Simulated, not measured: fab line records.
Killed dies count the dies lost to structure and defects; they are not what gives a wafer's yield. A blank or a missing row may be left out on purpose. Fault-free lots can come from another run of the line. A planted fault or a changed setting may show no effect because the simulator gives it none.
Chamber matching :: flow n5-finfet :: N5_BEOL_M5_STRIP_19 on rie-diel-01: 4 sister chambers
The step strips in O2. 18 wafers are shown with their chamber, then 9 later ones without.

== WAFERS PAIRED WITH THEIR CHAMBERS ==
wafer: L076.2
chamber: 0
drypump-motor-current-A (A): 5.6
showerhead-plenum-p-Torr (Torr): 2.11
throttle-valve-pct (%): 16.66

wafer: L076.3
chamber: 2
drypump-motor-current-A (A): 5.7
showerhead-plenum-p-Torr (Torr): 2.05
throttle-valve-pct (%): 16.37

wafer: L076.6
chamber: 2
drypump-motor-current-A (A): 5.7
showerhead-plenum-p-Torr (Torr): 2.05
throttle-valve-pct (%): 16.37

wafer: L078.1
chamber: 2
drypump-motor-current-A (A): 5.7
showerhead-plenum-p-Torr (Torr): 2.05
throttle-valve-pct (%): 16.39

wafer: L078.3
chamber: 0
drypump-motor-current-A (A): 5.6
showerhead-plenum-p-Torr (Torr): 2.11
throttle-valve-pct (%): 16.67

wafer: L078.5
chamber: 0
drypump-motor-current-A (A): 5.6
showerhead-plenum-p-Torr (Torr): 2.11
throttle-valve-pct (%): 16.65

wafer: L082.2
chamber: 1
drypump-motor-current-A (A): 5.7
showerhead-plenum-p-Torr (Torr): 2.13
throttle-valve-pct (%): 16.62

wafer: L082.3
chamber: 2
drypump-motor-current-A (A): 5.7
showerhead-plenum-p-Torr (Torr): 2.04
throttle-valve-pct (%): 16.39

wafer: L082.6
chamber: 2
drypump-motor-current-A (A): 5.7
showerhead-plenum-p-Torr (Torr): 2.04
throttle-valve-pct (%): 16.40

wafer: L086.2
chamber: 0
drypump-motor-current-A (A): 5.6
showerhead-plenum-p-Torr (Torr): 2.10
throttle-valve-pct (%): 16.71

wafer: L086.3
chamber: 3
drypump-motor-current-A (A): 5.1
showerhead-plenum-p-Torr (Torr): 2.14
throttle-valve-pct (%): 16.31

wafer: L086.5
chamber: 0
drypump-motor-current-A (A): 5.6
showerhead-plenum-p-Torr (Torr): 2.10
throttle-valve-pct (%): 16.71

wafer: L091.2
chamber: 3
drypump-motor-current-A (A): 5.2
showerhead-plenum-p-Torr (Torr): 2.13
throttle-valve-pct (%): 16.32

wafer: L091.5
chamber: 0
drypump-motor-current-A (A): 5.6
showerhead-plenum-p-Torr (Torr): 2.10
throttle-valve-pct (%): 16.72

wafer: L091.6
chamber: 2
drypump-motor-current-A (A): 5.7
showerhead-plenum-p-Torr (Torr): 2.04
throttle-valve-pct (%): 16.43

wafer: L092.1
chamber: 3
drypump-motor-current-A (A): 5.1
showerhead-plenum-p-Torr (Torr): 2.13
throttle-valve-pct (%): 16.34

wafer: L092.4
chamber: 2
drypump-motor-current-A (A): 5.7
showerhead-plenum-p-Torr (Torr): 2.04
throttle-valve-pct (%): 16.44

wafer: L092.6
chamber: 0
drypump-motor-current-A (A): 5.6
showerhead-plenum-p-Torr (Torr): 2.10
throttle-valve-pct (%): 16.74

SIGNATURES (means of the wafers above)
reading: drypump-motor-current-A
chamber 0: 5.600
chamber 1: 5.700
chamber 2: 5.700
chamber 3: 5.133
scatter within a chamber: 0.0218

reading: showerhead-plenum-p-Torr
chamber 0: 2.1043
chamber 1: 2.1300
chamber 2: 2.0443
chamber 3: 2.1333
scatter within a chamber: 0.00541

reading: throttle-valve-pct
chamber 0: 16.6943
chamber 1: 16.6200
chamber 2: 16.3986
chamber 3: 16.3233
scatter within a chamber: 0.0292
Rule: a wafer's distance from a chamber is the root of the sum, over the readings, of the square of ((its reading less the chamber's mean) divided by the reading's scatter). If the next closest chamber is less than 2 further off than the closest, the wafer can't be placed; otherwise it belongs to the closest. The scatter is the square root of a quotient: the sum, over the shown wafers, of each reading's squared deviation from its chamber's mean, divided by wafers minus chambers.

== WAFERS MISSING THEIR CHAMBER ==
wafer: L093.3
drypump-motor-current-A (A): 5.7
showerhead-plenum-p-Torr (Torr): 2.03
throttle-valve-pct (%): 16.46

wafer: L093.4
drypump-motor-current-A (A): 5.1
showerhead-plenum-p-Torr (Torr): 2.13
throttle-valve-pct (%): 16.35

wafer: L093.6
drypump-motor-current-A (A): 5.7
showerhead-plenum-p-Torr (Torr): 2.12
throttle-valve-pct (%): 16.67

wafer: L094.1
drypump-motor-current-A (A): 5.1
showerhead-plenum-p-Torr (Torr): 2.13
throttle-valve-pct (%): 16.36

wafer: L094.2
drypump-motor-current-A (A): 5.7
showerhead-plenum-p-Torr (Torr): 2.12
throttle-valve-pct (%): 16.68

wafer: L094.6
drypump-motor-current-A (A): 5.1
showerhead-plenum-p-Torr (Torr): 2.13
throttle-valve-pct (%): 16.36

wafer: L096.2
drypump-motor-current-A (A): 5.6
showerhead-plenum-p-Torr (Torr): 2.09
throttle-valve-pct (%): 16.75

wafer: L096.4
drypump-motor-current-A (A): 5.7
showerhead-plenum-p-Torr (Torr): 2.12
throttle-valve-pct (%): 16.68

wafer: L096.5
drypump-motor-current-A (A): 5.7
showerhead-plenum-p-Torr (Torr): 2.03
throttle-valve-pct (%): 16.44

== EACH ONE'S CHAMBER ==
wafer: L093.3
from the rows above: 2
in truth: 2

wafer: L093.4
from the rows above: 3
in truth: 3

wafer: L093.6
from the rows above: 1
in truth: 1

wafer: L094.1
from the rows above: 3
in truth: 3

wafer: L094.2
from the rows above: 1
in truth: 1

wafer: L094.6
from the rows above: 3
in truth: 3

wafer: L096.2
from the rows above: 0
in truth: 0

wafer: L096.4
from the rows above: 1
in truth: 1

wafer: L096.5
from the rows above: 2
in truth: 2
Placed correctly: 9 of 9. From these rows, 0 cannot be placed. Placed wrongly: 0.
